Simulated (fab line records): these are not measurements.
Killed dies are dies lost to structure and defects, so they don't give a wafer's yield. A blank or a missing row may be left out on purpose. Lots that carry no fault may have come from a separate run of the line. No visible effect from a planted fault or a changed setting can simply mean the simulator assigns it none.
A lot that was struck, set against a sound lot + flow n5Finfet + 14 steps out of a route of 1938
Sound: these wafers, L395.1, L395.2, L395.6. Wafers L386.3, L386.4, L386.6 were the ones struck. The cause is given at the end.
Each step with rows lists, per side, the tool, then ch with its chambers, then its first start. Under that, the readings that differ: sound wafers + struck wafers + difference of the means + sigmas: that difference in standard deviations of wafers without a fault.
alike: words and numbers the same on both sides, and readings whose means are apart by under 2 such deviations; not compared: readings that were withheld, readings missing a value for some wafer, numbers with overlapping values and no deviation given by the record, and bounds like >300 which may hide the same value.
Wherever a step has rows on one side only, a row that says differs or no value, or a row with sigmas, the two part there. Numbers that don't overlap but have no deviation are shown without sigmas and don't part them. A reading that every wafer of one side lacks parts them only if that side has two wafers or more.

N5_FIN_SAQP_THK_MEAS_05:
  struck on filmMetro-02, day 3 15:31; sound on filmMetro-01, day 5 20:50
| reading    | sound          | struck         | difference | sigmas |
|------------|----------------|----------------|------------|--------|
| thkNm (nm) | 36.8 37.4 37.6 | 37.8 38.6 38.8 | +1.1       | +2     |
N5_FIN_SAQP_PECVD_47: deposits a-Si from SiH4/He, target thk 45 nm, time 36.3 s.
  sound on pecvd-03 ch 0,1,2, day 5 20:53; struck on pecvd-03 ch 0,1,2, day 3 15:33
  alike: heaterPowerW, showerheadPlenumPTorr, throttleValvePct
N5_FIN_SAQP_PECVD_48: deposits SiNx from SiH4/NH3/N2, target thk 25 nm, time 22.1 s.
  sound on pecvd-03 ch 0,1,2, day 5 20:55; struck on pecvd-03 ch 0,1,2, day 3 15:36
  alike: heaterPowerW, showerheadPlenumPTorr, throttleValvePct
N5_FIN_SAQP_PECVD_06: deposits a-Si from SiH4/He, target thk 60 nm, time 48.1 s.
  sound on pecvd-03 ch 0,1,2, day 5 20:58; struck on pecvd-03 ch 0,1,2, day 3 15:38
  alike: heaterPowerW, showerheadPlenumPTorr, throttleValvePct
N5_FIN_SAQP_THK_MEAS_07:
  struck on filmMetro-01, day 3 15:44; sound on filmMetro-02, day 5 21:03
  alike: thkNm
N5_FIN_SAQP_HM_DEP_72: deposits SiO2 from SiH4/N2O, target thk 12 nm, time 7.2 s.
  sound on pecvd-02 ch 0,1, day 5 21:05; struck on pecvd-02 ch 0,1,2, day 3 15:46
  alike: heaterPowerW, showerheadPlenumPTorr
then, 6 steps without rows for these wafers: N5_FIN_SAQP_COAT_49 (time 60 s, resist thk 100 nm); N5_FIN_SAQP_COAT_50 (time 60 s, resist thk 35 nm); N5_FIN_SAQP_COAT_10 (resist thk 90 nm); N5_FIN_SAQP_EBR_12; N5_FIN_SAQP_SOFTBAKE_11 (time 60 s); N5_FIN_SAQP_EXPOSE_13 (exposes mask FIN CORE, target cd 35.6 nm).
N5_FIN_SAQP_PEB_14: peb time 60 s.
  sound on lithoTrack-02 ch 0, day 5 21:28; struck on lithoTrack-02, day 3 16:08
  no value came back on the struck wafers for chillPlateTempC (C), exhaustPa (Pa); on the sound wafers chillPlateTempC (C) reads 22.92 22.89 23.07
then, 1 step without rows for these wafers: N5_FIN_SAQP_DEVELOP_15 (develop time 30 s).

== WHERE THEY PART ==
At N5_FIN_SAQP_THK_MEAS_05 first; at N5_FIN_SAQP_PEB_14 last (within this record only).

WHY: what the simulator had put in
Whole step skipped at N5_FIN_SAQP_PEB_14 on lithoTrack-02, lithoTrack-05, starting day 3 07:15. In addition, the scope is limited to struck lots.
